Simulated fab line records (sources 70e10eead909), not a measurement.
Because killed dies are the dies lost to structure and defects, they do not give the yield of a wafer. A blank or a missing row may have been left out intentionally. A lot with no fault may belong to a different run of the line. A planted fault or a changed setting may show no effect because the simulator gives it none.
Which of the tools did it? ; flow nand_harc ; 39 wafers from 13 lots sampled at 5 of the route's 1159 steps

WHAT THE GAUGES READ, wafer by wafer
NHARC_END_SORT_01. Usual: killed_at_array 21, standard deviation 8.9; killed_at_other 0.8, standard deviation 1.3; killed_at_periphery 3.6, standard deviation 2.4; killed_dies 26, standard deviation 8.9; killed_open 3.1, standard deviation 1.8; killed_short 1.9, standard deviation 1.3.
lot;measured;on;killed_at_array;killed_at_other;killed_at_periphery;killed_dies;killed_open;killed_short;flag
L403;day 21 13:46;prober-01;84 81 85;5 0 3;1 2 3;90 83 91;2 2 3;2 0 3;OFF
L405;day 21 14:36;prober-02;68 61 58;0 0 0;5 7 4;73 68 62;3 4 2;4 3 0;OFF

TOOL THAT RAN EACH LOT (tool first, then ch and the chambers of the sampled wafers, then the start)
lot;NHARC_A_ONON_D1_DEP_09;NHARC_A_BONDPAD_ETCH_12;NHARC_THIN_TSV_DEGAS_49;NHARC_THIN_TSV_PVD_19
L395;pecvd_onon-03 ch 0, day 8 02:28;rie_diel-11 ch 2,3, day 19 03:05 or earlier;pvd_sputter-02, day 19 03:05;pvd_sputter-02, no start
L396;pecvd_onon-02 ch 0, day 8 06:01;rie_diel-11 ch 0,3, day 19 02:07 or earlier;pvd_sputter-03, day 19 02:07;pvd_sputter-03, no start
L398;pecvd_onon-03 ch 0, day 8 14:13;rie_diel-11 ch 1,3, day 19 18:41 or earlier;pvd_sputter-02, day 19 18:41;pvd_sputter-02, no start
L400;pecvd_onon-03 ch 0, day 8 18:00;rie_diel-11 ch 0,1,2, day 19 10:47 or earlier;pvd_sputter-02, day 19 10:47;pvd_sputter-02, no start
L399;pecvd_onon-02 ch 0, day 8 18:03;rie_diel-11 ch 1,2, day 19 19:52 or earlier;pvd_sputter-02, day 19 19:52;pvd_sputter-02, no start
L402;pecvd_onon-02 ch 0, day 9 06:22;rie_diel-11 ch 0,3, day 20 18:11 or earlier;pvd_sputter-02, day 20 18:11;pvd_sputter-02, no start
L401;pecvd_onon-03 ch 0, day 9 06:23;rie_diel-07 ch 0,1, day 20 16:54 or earlier;pvd_sputter-02, day 20 16:54;pvd_sputter-02, no start
L403;pecvd_onon-03 ch 0, day 9 23:24;rie_diel-11 ch 0,1,3, day 21 01:49 or earlier;pvd_sputter-03, day 21 01:49;pvd_sputter-03, day 21 13:46 or earlier
L405;pecvd_onon-03 ch 0, day 10 06:53;rie_diel-11 ch 1,2,3, day 21 02:54 or earlier;pvd_sputter-03, day 21 02:54;pvd_sputter-03, day 21 14:36 or earlier
L413;pecvd_onon-01 ch 0, day 12 09:17;rie_diel-07 ch 0,1,2, day 23 12:40 or earlier;pvd_sputter-03, day 23 12:40;pvd_sputter-03, no start
L414;pecvd_onon-02 ch 0, day 12 09:20;rie_diel-11 ch 1,2,3, day 23 04:06 or earlier;pvd_sputter-03, day 23 04:06;pvd_sputter-03, no start
L416;pecvd_onon-03 ch 0, day 13 02:11;rie_diel-11 ch 0,1,2, day 23 22:04 or earlier;pvd_sputter-03, day 23 22:04;pvd_sputter-03, no start
L417;pecvd_onon-02 ch 0, day 13 17:32;rie_diel-11 ch 0,2, day 24 09:05 or earlier;pvd_sputter-03, day 24 09:05;pvd_sputter-03, no start
- NHARC_A_ONON_D1_DEP_09: target thk 1000 nm.
- NHARC_A_BONDPAD_ETCH_12: etches the open film in CHF3/O2, target depth 220 nm, time 110 s.
- NHARC_THIN_TSV_DEGAS_49: time 120 s.
- NHARC_THIN_TSV_PVD_19: deposits TaN, target thk 20 nm.

WHAT THE TOOLS THEMSELVES READ (means of the sampled wafers that have a number; where no wafer has one, the mark that the record gives instead)
NHARC_A_ONON_D1_DEP_09. Usual: sih4_flow_sccm 209.9 sccm, standard deviation 0.67.
lot;tool;sih4_flow_sccm (sccm);flag
L395;pecvd_onon-03;209.6;
L396;pecvd_onon-02;210.4;
L398;pecvd_onon-03;210.3;
L400;pecvd_onon-03;210.1;
L399;pecvd_onon-02;209.9;
L402;pecvd_onon-02;209.9;
L401;pecvd_onon-03;209.2;
L403;pecvd_onon-03;210.5;
L405;pecvd_onon-03;209.6;
L413;pecvd_onon-01;210.5;
L414;pecvd_onon-02;210.4;
L416;pecvd_onon-03;210.7;
L417;pecvd_onon-02;208.6;

NHARC_A_BONDPAD_ETCH_12. Usual: drypump_motor_current_A 5.37 A, standard deviation 0.22; mfc_ar_sccm 200.0 sccm, standard deviation 0.55; oes_product_au 0.955 a.u., standard deviation 0.024; rf_vpp_V 371.4 V, standard deviation 2.6; showerhead_plenum_p_Torr 2.44 Torr, standard deviation 0.12; throttle_valve_pct 20.572 %, standard deviation 0.009.
lot;tool;drypump_motor_current_A (A);mfc_ar_sccm (sccm);oes_product_au (a.u.);rf_vpp_V (V);showerhead_plenum_p_Torr (Torr);throttle_valve_pct (%);flag
L395;rie_diel-11;5.36;199.5;0.970;368.4;2.28;20.575;
L396;rie_diel-11;5.15;199.9;0.991;371.3;2.45;20.570;
L398;rie_diel-11;5.41;199.9;0.972;373.4;2.49;20.565;
L400;rie_diel-11;5.46;199.8;0.983;372.3;2.44;20.585;
L399;rie_diel-11;5.56;200.2;0.978;368.9;2.36;20.583;
L402;rie_diel-11;5.08;200.3;0.962;370.5;2.40;20.566;
L401;rie_diel-07;5.36;200.3;0.932;372.5;2.50;20.574;
L403;rie_diel-11;5.28;200.4;0.928;371.5;2.47;20.573;
L405;rie_diel-11;5.39;200.3;0.955;368.8;2.38;20.580;
L413;rie_diel-07;5.34;200.1;0.928;371.3;2.47;20.573;
L414;rie_diel-11;5.37;199.7;0.930;370.0;2.38;20.579;
L416;rie_diel-11;5.45;199.9;0.959;371.4;2.44;20.565;
L417;rie_diel-11;5.41;200.5;0.925;369.4;2.34;20.573;

NHARC_THIN_TSV_DEGAS_49. Usual: heater_power_w 459 W, standard deviation 43.
lot;tool;heater_power_w (W);flag
L395;pvd_sputter-02;497;
L396;pvd_sputter-03;452;
L398;pvd_sputter-02;491;
L400;pvd_sputter-02;491;
L399;pvd_sputter-02;491;
L402;pvd_sputter-02;453;
L401;pvd_sputter-02;492;
L403;pvd_sputter-03;449;
L405;pvd_sputter-03;451;
L413;pvd_sputter-03;455;
L414;pvd_sputter-03;448;
L416;pvd_sputter-03;443;
L417;pvd_sputter-03;452;

NHARC_THIN_TSV_PVD_19. Usual: throttle_valve_pct 29.2 %, standard deviation 0.59.
lot;tool;throttle_valve_pct (%);flag
L395;pvd_sputter-02;29.6;
L396;pvd_sputter-03;28.8;
L398;pvd_sputter-02;29.5;
L400;pvd_sputter-02;29.5;
L399;pvd_sputter-02;29.3;
L402;pvd_sputter-02;29.3;
L401;pvd_sputter-02;29.4;
L403;pvd_sputter-03;28.7;
L405;pvd_sputter-03;29.2;
L413;pvd_sputter-03;28.7;
L414;pvd_sputter-03;29.2;
L416;pvd_sputter-03;29.4;
L417;pvd_sputter-03;29.2;

THE ANSWER, worked out from the rows above alone
Rule: a lot is off if the mean of its wafers that have a number lies more than 3 standard deviations from the usual mean. A lot without any number at a reading at which 4 lots or more have one is off too. All remaining lots with rows at the step are treated as sound. Order of review: gauges by route order, followed by the tools' own readings, for which a lot's mean as printed above is used. At the first step where some lot is off, the reading lying furthest off is the one used; lots without a number count as furthest.
Off at NHARC_END_SORT_01 (killed_at_array): L403, L405. Neither off nor sound, because the step has no rows for them: L395, L396, L398, L400, L399, L402, L401, L413, L414, L416, L417.
A tool fits if, at a process step before that reading, it ran every lot that is off, and no sound lot after the first of them. Gauges at NHARC_END_SORT_01: tried the same way as those tools. NHARC_A_BONDPAD_ETCH_12 gives no start for some lots, so the hours and the order of its lots are those of NHARC_THIN_TSV_DEGAS_49. NHARC_THIN_TSV_PVD_19 gives no start for some lots, so the hours and the order of its lots are those of NHARC_END_SORT_01. Can't be told from this: 3 tools fit, pecvd_onon-03 at NHARC_A_ONON_D1_DEP_09, rie_diel-11 at NHARC_A_BONDPAD_ETCH_12, pvd_sputter-03 at NHARC_THIN_TSV_DEGAS_49 and NHARC_THIN_TSV_PVD_19.

WHAT THE SIMULATOR HAD INSERTED
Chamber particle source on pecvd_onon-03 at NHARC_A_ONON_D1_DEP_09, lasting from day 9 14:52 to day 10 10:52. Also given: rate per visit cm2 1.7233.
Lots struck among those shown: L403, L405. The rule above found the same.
